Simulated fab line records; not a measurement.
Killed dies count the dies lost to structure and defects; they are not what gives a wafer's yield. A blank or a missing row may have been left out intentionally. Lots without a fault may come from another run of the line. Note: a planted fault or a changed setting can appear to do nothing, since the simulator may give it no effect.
The tool behind it: which one? | flow n5_finfet | 33 wafers from 11 lots sampled at 3 of the route's 1938 steps

## WHAT EACH GAUGE READ, for each wafer
N5_HKMG_FIN_OVL_MEAS_50.
lot  | measured    | on         | NDIPOLE_OVL (nm)
L076 | day 4 10:45 | overlay-02 | -0.6 -0.2 0.2
L077 | day 4 18:28 | overlay-01 | -0.2 0.6 -0.2
L079 | day 5 08:55 | overlay-01 | 0.6 0.0 0.2
L080 | day 5 22:32 | overlay-01 | 1.2 1.1 0.4
L084 | day 6 16:23 | overlay-02 | -0.3 -0.8 -0.2
L086 | day 7 01:34 | overlay-02 | 0.0 0.8 0.3
L087 | day 7 12:29 | overlay-01 | -0.5 -1.2 0.3
L090 | day 7 23:16 | overlay-01 | 0.4 0.6 0.0
L092 | day 8 09:29 | overlay-01 | 0.0 0.1 0.9
L094 | day 9 02:17 | overlay-02 | -0.1 -0.5 0.1
L097 | day 9 19:49 | overlay-02 | 1.6 0.8 1.5

## EACH LOT AND THE TOOL THAT RAN IT (in order: tool; ch and the chambers of the sampled wafers; start)
lot  | N5_SDB_HM_OPEN_20                 | N5_DUMMY_REMOVAL_STRIP_10
L076 | rie_diel-05 ch 0,1,3, day 4 04:49 | rie_diel-03 ch 1,3, day 4 09:23
L077 | rie_diel-04 ch 0,1,3, day 4 13:01 | rie_diel-06 ch 0,3, day 4 16:47
L079 | rie_diel-02 ch 0,2, day 5 03:03   | rie_diel-03 ch 1,2, day 5 07:08
L080 | rie_diel-04 ch 0,1,2, day 5 17:04 | rie_diel-03 ch 0,2,3, day 5 20:59
L084 | rie_diel-04 ch 0,3, day 6 10:08   | rie_diel-06 ch 0,1, day 6 14:52
L086 | rie_diel-05 ch 1,2,3, day 6 20:17 | rie_diel-01 ch 0,1,3, day 6 23:58
L087 | rie_diel-02 ch 0,2,3, day 7 07:00 | rie_diel-06 ch 0,1,3, day 7 10:57
L090 | rie_diel-04 ch 0,2,3, day 7 17:24 | rie_diel-06 ch 0,1,2, day 7 21:30
L092 | rie_diel-05 ch 2,3, day 8 03:31   | rie_diel-01 ch 0,1,2, day 8 07:23
L094 | rie_diel-04 ch 0,1,3, day 8 19:35 | rie_diel-03 ch 0,1,3, day 9 00:42
L097 | rie_diel-05 ch 0,1,3, day 9 13:52 | rie_diel-03 ch 0,1,2, day 9 18:08
- N5_SDB_HM_OPEN_20: chemistry CH3F/O2, target SiNx, stops on poly-Si, target depth 24 nm.
- N5_DUMMY_REMOVAL_STRIP_10: strips in N2/H2, time 40 s.

## THE ANSWER, worked out from the rows above alone
Rule: usual is defined by the lots themselves. The widest of any qualifying gaps counts: lots, ordered by their means at a reading, are off when they make up no more than a third of the lots, leave a main group of 4 or more, and stand apart from it by 3 or more times the standard deviation of that group's means. The tables above print the reading to a certain number of digits; a main group whose means all agree to those digits is not used. A lot without any number at a reading at which 4 lots or more have one is off too. All remaining lots with rows at the step are treated as sound.
No lot is off on any of the readings shown, so nothing can be concluded from this.

## WHAT THE SIMULATOR PUT IN
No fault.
